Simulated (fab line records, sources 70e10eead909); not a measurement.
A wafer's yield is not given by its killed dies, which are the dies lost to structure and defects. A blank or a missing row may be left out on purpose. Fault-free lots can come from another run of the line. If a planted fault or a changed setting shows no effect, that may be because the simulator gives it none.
Matching of chambers    flow nand-harc    3 sister chambers for NHARC_P_M1_DEP_33 on pecvd-01
The step deposits SiCN, target thk 30 nm. 22 wafers are shown with their chamber, then 11 later ones without.

WAFERS, EACH WITH ITS CHAMBER
wafer   chamber  heater-power-w (W)
L074.2  1        520
L074.5  0        595
L074.6  2        585
L079.1  1        588
L079.3  0        593
L079.5  1        618
L081.2  2        530
L081.3  0        575
L081.5  0        578
L083.2  1        571
L083.3  0        534
L083.5  2        543
L088.1  2        570
L088.2  1        613
L088.3  0        564
L091.1  2        563
L091.3  0        583
L091.5  0        586
L092.1  0        537
L092.2  1        618
L092.5  2        525
L092.3  2        513

SIGNATURES (averages over the wafers above)
reading         chamber 0  chamber 1  chamber 2  scatter within a chamber
heater-power-w  571.67     588.00     547.00     28.6
Rule: for each reading, subtract the chamber's mean from the wafer's reading, divide by that reading's scatter and square the result; add these up over the readings and take the root, which gives the wafer's distance from the chamber. If the next closest chamber is less than 2 further off than the closest, the wafer can't be placed; otherwise it belongs to the closest. The scatter: the root of (the sum of the squares of (reading less its chamber's mean) over the shown wafers, divided by (wafers less chambers)).

WAFERS WHOSE CHAMBER IS MISSING
wafer   heater-power-w (W)
L092.4  618
L092.6  565
L094.1  530
L094.3  627
L094.5  539
L094.2  517
L094.4  479
L094.6  511
L095.3  553
L095.4  548
L095.5  489

CHAMBER TAKEN BY EACH
wafer   from the rows above           in truth
L092.4  can't be placed: 1 or 0 or 2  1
L092.6  can't be placed: 0 or 2 or 1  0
L094.1  can't be placed: 2 or 0 or 1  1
L094.3  can't be placed: 1 or 0 or 2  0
L094.5  can't be placed: 2 or 0 or 1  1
L094.2  can't be placed: 2 or 0 or 1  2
L094.4  can't be placed: 2 or 0 or 1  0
L094.6  can't be placed: 2 or 0 or 1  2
L095.3  can't be placed: 2 or 0 or 1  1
L095.4  can't be placed: 2 or 0 or 1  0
L095.5  can't be placed: 2 or 0 or 1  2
Correctly placed: 0 of 11. These rows do not allow placing 11 (true chamber among the candidates in 11). Placed wrongly: 0.
